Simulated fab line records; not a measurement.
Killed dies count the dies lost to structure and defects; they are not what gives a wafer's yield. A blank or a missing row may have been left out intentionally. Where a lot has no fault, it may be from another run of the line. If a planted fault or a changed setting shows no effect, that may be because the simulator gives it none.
fab line records -- flow nand_harc -- part 1 of 2: steps 1 to 4 of 6
record: lots: 23, wafers: 69, last_day: 34
route steps=1302 shown A_ZERO_WELL@411 A_CHANNEL_HOLE_D1@462 A_CHANNEL_FILL_D1@492
lots that met no fault: from a run of the same line without faults
start_h: hours from the record's opening day to when the first of the lot's shown wafers began -- wait_h: hours from the lot's prior step to this one -- " unchanged from the row above -- L1.1+2: several wafers, shown together as one row -- - no value, or no start was given -- * or withheld: withheld -- < > ~ a bound
route shown NAME@n: names a module that has steps shown in the file, with the first one's number in the route -- usual: mean/standard deviation of fault-free wafers -- same: alike in all rows -- chamber/n: place in a boat -- sites: per-site readings -- _std_site: standard deviation across them -- _edge_site: the outer-site mean with the inner-site mean subtracted -- radius_mm: how far each site lies from the wafer's centre -- mask NAME#n: copy n -- behind: the most recent tool/chamber to have shaped the wafer -- hold: cause of the lot's hold/its duration in hours/its outcome -- device: whichever transistor did not switch (one of n, p or np) -- end of line: tests of these same wafers at the route's end -- a step given without rows: its recipe and nothing more -- killed: not the wafer's yield, but the dies lost to structure and defects at the first sort -- map: the dies of a wafer, with x for killed, . for not killed, _ for no die there
set.NAME: the setting the step ran with; set.NAME@STEP: the setting that earlier step ran with -- model.NAME: the simulator's own value behind a step, which no gauge read
route steps across a sampled set of lots; one table per step, one row per wafer
services: the hour from which a tool's chamber was out of use, counted from the record's first day as start_h (under 0 if before that day), plus the number of hours and why
== steps ==
step: NHARC_A_ZERO_WELL_RTA_16
recipe: temp_c: 1000, time_s: 10
usual: anneal_temp_c_max: 1005.1/1.9, lamp_power_pct: 25.8/2, lamp_zone_2_pct: 25.8/2, lamp_zone_5_pct: 25.8/2, wafer_temp_C_max: 1004.0/2.1
lot.wafer,tool,chamber,start_h,wait_h,anneal_temp_c_max,lamp_power_pct,lamp_zone_2_pct,lamp_zone_5_pct,wafer_temp_C_max
L074.2,rtp_anneal-02,0,147.56,-,1007.7,24.0,23.9,24.0,1002.1
L074.5,rtp_anneal-02,0,147.56,-,1006.2,23.9,24.0,24.0,1002.0
L074.6,rtp_anneal-02,0,147.56,-,1005.7,24.0,24.0,24.0,1002.4
L075.3,rtp_anneal-02,0,147.83,-,1005.2,24.0,24.0,23.9,1001.8
L075.4,rtp_anneal-02,0,147.83,-,1006.2,24.0,24.0,24.0,1002.3
L075.6,rtp_anneal-02,0,147.83,-,1004.5,23.9,23.9,24.0,1001.9
L076.3,rtp_anneal-01,0,160.12,-,1003.4,28.0,28.1,28.0,1006.2
L076.4,rtp_anneal-01,0,160.12,-,1003.9,28.1,28.1,28.1,1007.7
L076.6,rtp_anneal-01,0,160.12,-,1002.7,28.0,28.0,28.0,1004.8
L077.2,rtp_anneal-01,0,163.58,-,1003.3,28.1,28.0,28.0,1006.4
L077.3,rtp_anneal-01,0,163.58,-,1003.5,28.1,28.0,28.1,1004.7
L077.5,rtp_anneal-01,0,163.58,-,1003.9,28.1,28.1,28.1,1006.3
L078.1,rtp_anneal-02,0,176.61,-,1004.6,23.9,23.9,23.9,1002.1
L078.4,rtp_anneal-02,0,176.61,-,1006.2,23.9,23.9,23.9,1002.8
L078.5,rtp_anneal-02,0,176.61,-,1007.8,23.9,24.0,24.0,1000.8
L079.2,rtp_anneal-02,0,195.37,-,1006.8,23.9,24.0,24.0,1002.9
L079.5,rtp_anneal-02,0,195.37,-,1005.2,24.0,24.0,23.9,1002.6
L079.6,rtp_anneal-02,0,195.37,-,1007.6,23.9,24.0,24.0,1002.5
L080.3,rtp_anneal-02,0,196.92,-,1005.9,23.9,23.9,23.9,1001.5
L080.5,rtp_anneal-02,0,196.92,-,1007.4,23.9,23.9,23.9,1001.8
L080.6,rtp_anneal-02,0,196.92,-,1006.3,23.9,23.9,23.9,1002.1
L081.2,rtp_anneal-01,0,208.78,-,1003.3,28.1,28.1,28.1,1006.7
L081.3,rtp_anneal-01,0,208.78,-,1003.1,28.1,28.0,28.0,1005.8
L081.5,rtp_anneal-01,0,208.78,-,1003.5,28.1,28.1,28.1,1005.0
L082.1,rtp_anneal-02,0,219.51,-,1007.0,24.0,24.0,24.0,1001.3
L082.4,rtp_anneal-02,0,219.51,-,1006.8,23.9,24.0,24.0,1001.5
L082.6,rtp_anneal-02,0,219.51,-,1005.8,24.0,23.9,24.0,1001.0
L083.1,rtp_anneal-02,0,229.71,-,1006.5,24.0,23.9,23.9,1002.7
L083.5,rtp_anneal-02,0,229.71,-,1005.8,24.0,23.9,24.0,1001.3
L083.6,rtp_anneal-02,0,229.71,-,1009.5,23.9,23.9,24.0,1001.6
L084.1,rtp_anneal-02,0,238.19,-,1005.9,23.9,24.0,23.9,1001.2
L084.3,rtp_anneal-02,0,238.19,-,1006.4,24.0,24.0,24.0,1002.7
L084.5,rtp_anneal-02,0,238.19,-,1008.2,23.9,24.0,23.9,1002.8
L085.2,rtp_anneal-01,0,252.74,-,1003.6,28.0,28.0,28.0,1009.0
L085.4,rtp_anneal-01,0,252.74,-,1003.2,28.0,28.0,28.0,1006.3
L085.6,rtp_anneal-01,0,252.74,-,1002.5,28.0,28.1,28.1,1006.4
L086.1,rtp_anneal-01,0,255.57,-,1002.4,28.1,28.0,28.0,1007.2
L086.3,rtp_anneal-01,0,255.57,-,1003.5,28.0,28.0,28.1,1006.2
L086.4,rtp_anneal-01,0,255.57,-,1003.9,28.0,28.1,28.0,1004.3
L087.2,rtp_anneal-02,0,270.72,-,1005.5,24.0,24.0,24.0,1002.0
L087.4,rtp_anneal-02,0,270.72,-,1007.5,24.0,24.0,24.0,1002.6
L087.6,rtp_anneal-02,0,270.72,-,1006.8,23.9,24.0,23.9,1001.9
L088.1,rtp_anneal-01,0,284.02,-,1003.1,28.0,28.1,28.0,1006.4
L088.2,rtp_anneal-01,0,284.02,-,1003.8,28.0,28.1,28.0,1008.5
L088.5,rtp_anneal-01,0,284.02,-,1003.6,28.1,28.0,28.1,1008.0
L089.4,rtp_anneal-01,0,290.13,-,1002.8,28.0,28.0,28.0,1006.0
L089.5,rtp_anneal-01,0,290.13,-,1002.5,28.0,28.0,28.0,1005.0
L089.6,rtp_anneal-01,0,290.13,-,1003.2,28.0,28.0,28.0,1008.0
L090.1,rtp_anneal-01,0,303.06,-,1003.4,28.0,28.1,28.0,1005.7
L090.4,rtp_anneal-01,0,303.06,-,1003.6,28.1,28.0,28.0,1005.8
L090.5,rtp_anneal-01,0,303.06,-,1003.3,28.1,28.1,28.0,1006.8
L091.1,rtp_anneal-02,0,315.98,-,1006.3,24.0,23.9,24.0,1001.8
L091.4,rtp_anneal-02,0,315.98,-,1004.7,23.9,24.0,24.0,1002.0
L091.5,rtp_anneal-02,0,315.98,-,1006.7,23.9,24.0,23.9,1002.5
L092.1,rtp_anneal-01,0,320.31,-,1004.7,28.1,28.0,28.1,1005.7
L092.2,rtp_anneal-01,0,320.31,-,1003.5,28.0,28.1,28.1,1007.1
L092.6,rtp_anneal-01,0,320.31,-,1002.5,28.1,28.1,28.0,1005.1
L093.2,rtp_anneal-02,0,327.05,-,1006.8,23.9,24.0,24.0,1001.9
L093.3,rtp_anneal-02,0,327.05,-,1008.8,24.0,23.9,24.0,1002.0
L093.6,rtp_anneal-02,0,327.05,-,1006.6,24.0,24.0,24.0,1002.2
L094.4,rtp_anneal-01,0,347.49,-,1002.6,28.0,28.0,28.1,1006.9
L094.5,rtp_anneal-01,0,347.49,-,1002.9,28.1,28.1,28.1,1006.1
L094.6,rtp_anneal-01,0,347.49,-,1003.3,28.1,28.1,28.0,1005.3
L096.3,rtp_anneal-02,0,362.29,0.2,1006.3,24.0,24.0,24.0,1002.2
L096.4,rtp_anneal-02,0,362.29,0.2,1008.3,23.9,24.0,24.0,1002.5
L096.5,rtp_anneal-02,0,362.29,0.2,1008.7,24.0,24.0,24.0,1002.0
L097.3,rtp_anneal-02,0,375.55,-,1006.7,24.0,24.0,24.0,1001.4
L097.4,rtp_anneal-02,0,375.55,-,1007.3,24.0,23.9,24.0,1002.2
L097.6,rtp_anneal-02,0,375.55,-,1006.3,24.0,23.9,23.9,1001.9
step: NHARC_A_CHANNEL_HOLE_D1_CD_MEAS_10
recipe: target_cd_nm: 100, landing_energy_ev: 500
usual: cd_nm: 100.3/0.55
lot.wafer,tool,chamber,start_h,wait_h,cd_nm
L075.3,cd_sem-03,0,183.87,-,99.5
L075.4,cd_sem-03,0,183.87,-,100.3
L075.6,cd_sem-03,0,183.87,-,99.8
L074.2,cd_sem-02,0,184.04,-,100.5
L074.5,cd_sem-02,0,184.04,-,100.1
L074.6,cd_sem-02,0,184.04,-,101.0
L076.3,cd_sem-03,0,203.84,-,101.8
L076.4,cd_sem-03,0,203.84,-,100.5
L076.6,cd_sem-03,0,203.84,-,100.2
L077.2,cd_sem-01,0,205.24,-,100.2
L077.3,cd_sem-01,0,205.24,-,99.7
L077.5,cd_sem-01,0,205.24,-,100.2
L078.1,cd_sem-01,0,212.94,-,100.7
L078.4,cd_sem-01,0,212.94,-,100.4
L078.5,cd_sem-01,0,212.94,-,100.9
L080.3,cd_sem-02,0,231.43,-,100.2
L080.5,cd_sem-02,0,231.43,-,99.5
L080.6,cd_sem-02,0,231.43,-,99.4
L079.2,cd_sem-01,0,232.14,-,100.3
L079.5,cd_sem-01,0,232.14,-,100.4
L079.6,cd_sem-01,0,232.14,-,100.1
L081.2,cd_sem-01,0,250.64,-,100.1
L081.3,cd_sem-01,0,250.64,-,100.6
L081.5,cd_sem-01,0,250.64,-,100.1
L082.1,cd_sem-02,0,260.52,-,100.2
L082.4,cd_sem-02,0,260.52,-,99.3
L082.6,cd_sem-02,0,260.52,-,100.4
L083.1,cd_sem-02,0,270.40,-,100.3
L083.5,cd_sem-02,0,270.40,-,100.2
L083.6,cd_sem-02,0,270.40,-,100.3
L084.1,cd_sem-02,0,279.85,-,100.7
L084.3,cd_sem-02,0,279.85,-,101.0
L084.5,cd_sem-02,0,279.85,-,100.7
L085.2,cd_sem-01,0,289.50,-,99.6
L085.4,cd_sem-01,0,289.50,-,100.4
L085.6,cd_sem-01,0,289.50,-,99.7
L086.1,cd_sem-01,0,293.75,-,99.9
L086.3,cd_sem-01,0,293.75,-,100.2
L086.4,cd_sem-01,0,293.75,-,101.3
L087.2,cd_sem-03,0,317.13,-,100.5
L087.4,cd_sem-03,0,317.13,-,100.5
L087.6,cd_sem-03,0,317.13,-,101.8
L089.4,cd_sem-03,0,326.65,-,100.1
L089.5,cd_sem-03,0,326.65,-,100.3
L089.6,cd_sem-03,0,326.65,-,99.9
L088.1,cd_sem-01,0,326.83,-,100.3
L088.2,cd_sem-01,0,326.83,-,99.9
L088.5,cd_sem-01,0,326.83,-,101.0
L090.1,cd_sem-02,0,343.82,-,100.2
L090.4,cd_sem-02,0,343.82,-,100.6
L090.5,cd_sem-02,0,343.82,-,100.1
L091.1,cd_sem-03,0,355.61,-,100.6
L091.4,cd_sem-03,0,355.61,-,100.1
L091.5,cd_sem-03,0,355.61,-,100.6
L092.1,cd_sem-03,0,356.53,-,99.8
L092.2,cd_sem-03,0,356.53,-,99.6
L092.6,cd_sem-03,0,356.53,-,100.1
L093.2,cd_sem-03,0,364.03,-,101.1
L093.3,cd_sem-03,0,364.03,-,100.6
L093.6,cd_sem-03,0,364.03,-,100.9
L094.4,cd_sem-02,0,387.55,-,100.4
L094.5,cd_sem-02,0,387.55,-,100.1
L094.6,cd_sem-02,0,387.55,-,99.5
L096.3,cd_sem-01,0,404.70,-,100.0
L096.4,cd_sem-01,0,404.70,-,99.6
L096.5,cd_sem-01,0,404.70,-,100.3
L097.3,cd_sem-03,0,412.69,-,99.6
L097.4,cd_sem-03,0,412.69,-,100.2
L097.6,cd_sem-03,0,412.69,-,99.6
step: NHARC_A_CHANNEL_HOLE_D1_ETCH_34
recipe: target_depth_a: 1540, time_s: 77, cf4_flow_sccm: 100, chf3_flow_sccm: 30, ar_flow_sccm: 0, rf_w: 500, bias_w: 200, chemistry: CF4/CHF3
usual: chamber_pressure_mTorr: 24.999/0.022, drypump_motor_current_A: 5.8/0.37, oes_product_au: 0.950/0.024, rf_vpp_V: 370.2/2.5, showerhead_plenum_p_Torr: 1.56/0.069, throttle_valve_pct: 16.804/0.0091
lot.wafer,tool,chamber,start_h,wait_h,chamber_pressure_mTorr,drypump_motor_current_A,oes_product_au,rf_hours_counter_h,rf_vpp_V,showerhead_plenum_p_Torr,throttle_valve_pct
L075.4,rie_diel-09,2,-,-,24.994,6.2,0.937,11,371.3,1.57,16.795
L075.3,rie_diel-09,3,-,-,25.018,6.0,0.953,11,368.2,1.48,16.813
L075.6,rie_diel-09,1,-,-,24.970,5.8,0.952,-,367.2,1.48,16.808
L074.2,rie_diel-09,1,-,-,24.995,5.8,0.950,14,367.7,1.47,16.797
L074.5,rie_diel-09,2,-,-,25.001,6.2,0.929,-,371.4,1.57,16.820
L074.6,rie_diel-09,3,-,-,25.008,6.0,0.933,-,367.1,1.48,16.820
L076.3,rie_diel-04,0,-,-,25.014,5.8,0.952,1,368.5,1.48,16.814
L076.6,rie_diel-04,1,-,-,24.989,5.7,0.960,-,369.5,1.58,16.807
L076.4,rie_diel-04,0,-,-,25.022,5.8,0.953,-,367.6,1.48,16.794
L077.2,rie_diel-06,2,-,-,24.982,5.2,0.986,14,373.5,1.70,16.817
L077.3,rie_diel-06,1,-,-,25.046,5.9,0.967,23,373.3,1.62,16.790
L077.5,rie_diel-06,3,-,-,25.001,6.4,0.978,-,371.1,1.56,16.809
L078.1,rie_diel-04,2,-,-,24.960,5.5,0.918,1,373.8,1.64,16.791
L078.4,rie_diel-04,0,-,-,24.981,5.8,0.913,3,366.8,1.48,16.810
L078.5,rie_diel-04,2,-,-,25.003,5.5,0.909,-,372.3,1.64,16.813
L080.3,rie_diel-04,0,-,-,24.969,5.7,0.969,4,367.2,1.48,16.789
L080.5,rie_diel-04,2,-,-,25.000,5.5,0.952,-,373.9,1.64,16.802
L080.6,rie_diel-04,3,-,-,25.016,6.3,0.968,-,369.0,1.49,16.796
L079.2,rie_diel-04,1,-,-,24.988,5.7,0.950,4,370.6,1.57,16.799
L079.6,rie_diel-04,1,-,-,25.005,5.7,0.958,-,369.4,1.57,16.808
L079.5,rie_diel-04,2,-,-,24.979,5.5,0.943,-,372.0,1.64,16.810
L081.3,rie_diel-04,2,-,-,24.980,5.5,0.904,4,374.1,1.64,16.817
L081.2,rie_diel-04,1,-,-,24.997,5.7,0.919,6,370.0,1.57,16.804
L081.5,rie_diel-04,3,-,-,24.987,6.3,0.931,-,369.3,1.49,16.800
L082.1,rie_diel-04,3,-,-,24.986,6.3,0.933,7,368.0,1.49,16.801
L082.4,rie_diel-04,0,-,-,25.000,5.8,0.912,7,366.6,1.48,16.798
L082.6,rie_diel-04,2,-,-,24.969,5.5,0.921,-,372.2,1.64,16.818
L083.1,rie_diel-04,3,-,-,24.968,6.3,0.939,8,367.2,1.49,16.806
L083.6,rie_diel-04,2,-,-,24.995,5.5,0.926,-,374.1,1.64,16.792
L083.5,rie_diel-04,3,-,-,25.024,6.3,0.924,-,368.2,1.49,16.802
L084.1,rie_diel-04,1,-,-,25.005,5.6,0.922,8,370.6,1.57,16.823
L084.3,rie_diel-04,3,-,-,25.015,6.3,0.931,9,367.2,1.49,16.806
L084.5,rie_diel-04,1,-,-,25.031,5.7,0.927,-,369.9,1.57,16.805
L085.4,rie_diel-06,0,-,-,25.002,5.8,0.988,52,371.4,1.59,16.809
L085.2,rie_diel-06,3,-,-,25.001,6.4,0.952,47,370.5,1.55,16.815
L085.6,rie_diel-06,0,-,-,25.022,5.8,0.987,-,370.9,1.59,16.803
L086.1,rie_diel-09,0,-,-,25.008,4.9,0.966,53,372.4,1.58,16.796
L086.3,rie_diel-09,1,-,-,24.999,5.8,0.977,54,366.8,1.47,16.805
L086.4,rie_diel-09,2,-,-,24.959,6.2,0.958,31,371.3,1.57,16.791
L087.4,rie_diel-04,2,-,-,24.996,5.5,0.965,9,372.2,1.64,16.809
L087.2,rie_diel-04,3,-,-,25.027,6.3,0.971,12,369.1,1.49,16.806
L087.6,rie_diel-04,2,-,-,25.005,5.5,0.956,-,372.7,1.64,16.816
L089.4,rie_diel-04,0,-,-,24.995,5.8,0.914,14,366.8,1.48,16.802
L089.5,rie_diel-04,0,-,-,25.024,5.8,0.897,-,367.0,1.48,16.807
L089.6,rie_diel-04,1,-,-,24.992,5.7,0.916,-,370.4,1.57,16.800
L088.2,rie_diel-06,3,-,-,24.967,6.4,0.950,4,369.7,1.55,16.806
L088.1,rie_diel-06,0,-,-,24.964,5.8,0.949,3,372.0,1.59,16.795
L088.5,rie_diel-06,3,-,-,24.992,6.4,0.946,-,370.7,1.55,16.811
L090.4,rie_diel-04,3,-,-,25.005,6.3,0.961,15,368.8,1.49,16.786
L090.1,rie_diel-04,0,-,-,25.029,5.8,0.942,16,367.4,1.48,16.798
L090.5,rie_diel-04,2,-,-,24.998,5.5,0.977,-,372.7,1.64,16.801
L091.1,rie_diel-09,2,-,-,24.996,6.2,0.956,7,368.3,1.57,16.814
L091.4,rie_diel-09,3,-,-,24.972,6.0,0.967,7,366.1,1.46,16.800
L091.5,rie_diel-09,2,-,-,24.993,6.2,0.957,-,369.2,1.56,16.791
L092.2,rie_diel-06,2,-,-,24.983,5.2,0.984,14,374.2,1.68,16.800
L092.1,rie_diel-06,3,-,-,25.047,6.4,0.965,12,370.4,1.55,16.786
L092.6,rie_diel-06,2,-,-,24.979,5.2,0.975,-,374.1,1.68,16.808
L093.3,rie_diel-09,2,-,-,24.992,6.2,0.962,10,370.6,1.56,16.802
L093.2,rie_diel-09,0,-,-,24.956,4.9,0.981,10,370.1,1.57,16.812
L093.6,rie_diel-09,1,-,-,25.057,5.8,0.995,-,374.8,1.70,16.806
L094.4,rie_diel-06,3,-,-,24.958,6.4,0.940,23,369.0,1.55,16.813
L094.5,rie_diel-06,3,-,-,24.967,6.4,0.938,-,369.1,1.55,16.805
L094.6,rie_diel-06,0,-,-,24.993,5.8,0.949,-,372.7,1.58,16.811
L096.3,rie_diel-04,0,-,-,24.997,5.8,0.950,2,366.3,1.48,16.818
L096.4,rie_diel-04,3,-,-,24.993,6.3,0.960,3,368.0,1.48,16.811
L096.5,rie_diel-04,1,-,-,25.000,5.7,0.968,-,370.5,1.57,16.810
L097.4,rie_diel-09,2,-,-,24.988,6.2,0.957,25,370.9,1.56,16.813
L097.3,rie_diel-09,0,-,-,24.963,4.9,0.967,29,370.9,1.57,16.791
L097.6,rie_diel-09,2,-,-,24.996,6.2,0.949,-,370.7,1.56,16.814
step: NHARC_A_CHANNEL_HOLE_D1_ETCH_16
recipe: target_depth_a: 31000, over_etch_frac: 0.3, time_s: 806, ion_energy_ev: 150, o2_flow_sccm: 400, cos_flow_sccm: 20, ar_flow_sccm: 0, rf_w: 500, bias_w: 300, chemistry: O2/COS
usual: chamber_pressure_mTorr: 19.999/0.02, drypump_motor_current_A: 5.8/0.38, oes_product_au: 0.998/0.01, rf_vpp_V: 313.7/2, showerhead_plenum_p_Torr: 3.09/0.14, throttle_valve_pct: 28.330/0.0095
lot.wafer,tool,chamber,start_h,wait_h,chamber_pressure_mTorr,drypump_motor_current_A,oes_product_au,rf_hours_counter_h,rf_vpp_V,showerhead_plenum_p_Torr,throttle_valve_pct
L075.3,rie_diel-09,1,-,-,20.013,5.8,1.021,14,311.3,2.93,28.322
L075.4,rie_diel-09,0,-,-,20.007,4.9,0.982,13,313.3,3.15,28.332
L075.6,rie_diel-09,2,-,-,20.031,6.2,1.002,-,313.8,3.12,28.333
L074.2,rie_diel-09,2,-,-,19.996,6.1,1.000,12,314.1,3.12,28.323
L074.6,rie_diel-09,2,-,-,20.036,6.2,1.001,-,314.1,3.12,28.327
L074.5,rie_diel-09,3,-,-,19.982,6.0,1.014,-,310.7,2.93,28.318
L076.3,rie_diel-04,1,-,-,20.012,5.7,1.000,1,313.5,3.13,28.308
L076.6,rie_diel-04,0,-,-,19.949,5.8,0.993,-,310.7,2.94,28.327
L076.4,rie_diel-04,1,-,-,20.006,5.7,0.989,-,313.8,3.13,28.314
L077.3,rie_diel-06,2,-,-,20.000,5.2,1.003,14,317.4,3.37,28.328
L077.2,rie_diel-06,0,-,-,19.995,5.8,1.006,24,316.0,3.16,28.329
L077.5,rie_diel-06,2,-,-,20.000,5.2,1.007,-,317.4,3.37,28.336
L078.4,rie_diel-04,2,-,-,20.038,5.5,0.985,1,315.4,3.26,28.321
L078.1,rie_diel-04,3,-,-,20.039,6.3,0.994,3,311.8,2.95,28.331
L078.5,rie_diel-04,0,-,-,19.965,5.8,0.983,-,311.5,2.94,28.360
L080.3,rie_diel-04,2,-,-,20.014,5.5,0.986,2,315.1,3.26,28.329
L080.5,rie_diel-04,1,-,-,19.987,5.8,0.997,-,312.8,3.13,28.347
L080.6,rie_diel-04,2,-,-,20.020,5.5,1.000,-,315.1,3.26,28.329
L079.2,rie_diel-04,0,-,-,19.969,5.8,1.000,5,313.4,2.94,28.333
L079.5,rie_diel-04,0,-,-,19.992,5.8,0.989,-,313.1,2.94,28.329
L079.6,rie_diel-04,1,-,-,20.001,5.7,0.993,-,313.3,3.12,28.330
L081.3,rie_diel-04,0,-,-,19.997,5.8,0.985,6,311.8,2.94,28.336
L081.2,rie_diel-04,1,-,-,20.013,5.7,0.982,6,314.5,3.12,28.336
L081.5,rie_diel-04,0,-,-,19.975,5.8,0.982,-,311.7,2.94,28.338
L082.1,rie_diel-04,3,-,-,20.020,6.3,1.005,7,312.4,2.95,28.335
L082.4,rie_diel-04,2,-,-,20.026,5.5,0.998,5,316.2,3.26,28.315
L082.6,rie_diel-04,0,-,-,19.979,5.8,0.988,-,310.8,2.94,28.324
L083.1,rie_diel-04,0,-,-,20.016,5.8,0.975,9,312.6,2.94,28.327
L083.6,rie_diel-04,2,-,-,20.005,5.5,1.005,-,314.6,3.26,28.325
L083.5,rie_diel-04,3,-,-,20.019,6.3,1.006,-,313.2,2.95,28.329
L084.1,rie_diel-04,2,-,-,19.962,5.5,0.990,7,316.2,3.26,28.334
L084.3,rie_diel-04,3,-,-,20.000,6.3,1.005,9,311.1,2.95,28.320
L084.5,rie_diel-04,2,-,-,19.982,5.5,1.003,-,317.1,3.26,28.323
L085.4,rie_diel-06,3,-,-,20.005,6.5,1.001,47,314.2,3.08,28.340
L085.2,rie_diel-06,1,-,-,19.995,6.0,1.006,51,316.6,3.20,28.330
L085.6,rie_diel-06,2,-,-,20.010,5.2,1.019,-,316.2,3.35,28.328
L086.3,rie_diel-09,0,-,-,20.005,5.0,0.992,53,314.6,3.13,28.319
L086.1,rie_diel-09,1,-,-,19.999,5.8,1.016,54,311.8,2.91,28.338
L086.4,rie_diel-09,2,-,-,20.020,6.2,0.996,31,312.8,3.11,28.340
L087.2,rie_diel-04,0,-,-,20.017,5.8,0.985,13,311.1,2.94,28.341
L087.4,rie_diel-04,2,-,-,20.012,5.5,0.998,9,316.6,3.25,28.344
L087.6,rie_diel-04,3,-,-,20.009,6.3,1.001,-,312.8,2.95,28.330
L089.4,rie_diel-04,3,-,-,20.028,6.3,1.007,14,311.8,2.95,28.341
L089.6,rie_diel-04,3,-,-,20.000,6.3,1.004,-,311.2,2.95,28.337
L089.5,rie_diel-04,0,-,-,20.012,5.8,0.984,-,311.9,2.94,28.319
L088.1,rie_diel-06,2,-,-,19.965,5.2,0.980,4,316.7,3.35,28.324
L088.2,rie_diel-06,0,-,-,19.983,5.8,0.991,4,315.0,3.15,28.335
L088.5,rie_diel-06,2,-,-,19.994,5.2,0.985,-,316.9,3.35,28.323
L090.4,rie_diel-04,3,-,-,20.011,6.3,1.003,15,311.1,2.95,28.343
L090.1,rie_diel-04,1,-,-,20.004,5.7,1.005,13,314.7,3.12,28.328
L090.5,rie_diel-04,2,-,-,20.024,5.5,0.986,-,315.4,3.25,28.345
L091.4,rie_diel-09,3,-,-,20.038,6.0,1.028,8,312.3,2.91,28.326
L091.1,rie_diel-09,1,-,-,19.981,5.8,1.018,7,316.3,3.37,28.328
L091.5,rie_diel-09,3,-,-,20.003,6.0,1.021,-,310.7,2.91,28.356
L092.2,rie_diel-06,1,-,-,19.959,6.0,0.995,14,315.2,3.19,28.340
L092.1,rie_diel-06,2,-,-,20.010,5.2,0.996,14,317.0,3.34,28.333
L092.6,rie_diel-06,1,-,-,20.027,6.0,1.007,-,315.8,3.19,28.329
L093.3,rie_diel-09,2,-,-,19.981,6.2,1.012,10,312.7,3.10,28.342
L093.2,rie_diel-09,0,-,-,19.985,4.9,1.007,10,314.0,3.12,28.345
L093.6,rie_diel-09,2,-,-,19.984,6.2,0.999,-,314.2,3.10,28.330
L094.4,rie_diel-06,0,-,-,19.995,5.8,0.993,22,314.4,3.14,28.338
L094.5,rie_diel-06,0,-,-,20.002,5.8,1.001,-,314.0,3.14,28.309
L094.6,rie_diel-06,1,-,-,19.980,5.9,0.994,-,315.2,3.19,28.329
L096.3,rie_diel-04,1,-,-,19.992,5.7,0.999,3,314.3,3.12,28.334
L096.4,rie_diel-04,3,-,-,20.002,6.3,1.001,3,312.1,2.94,28.326
L096.5,rie_diel-04,1,-,-,19.979,5.7,0.988,-,313.9,3.12,28.344
L097.4,rie_diel-09,0,-,-,19.989,4.9,1.003,29,314.4,3.11,28.324
L097.3,rie_diel-09,2,-,-,20.002,6.2,0.988,25,313.7,3.10,28.338
L097.6,rie_diel-09,0,-,-,20.019,4.9,1.013,-,313.8,3.11,28.331
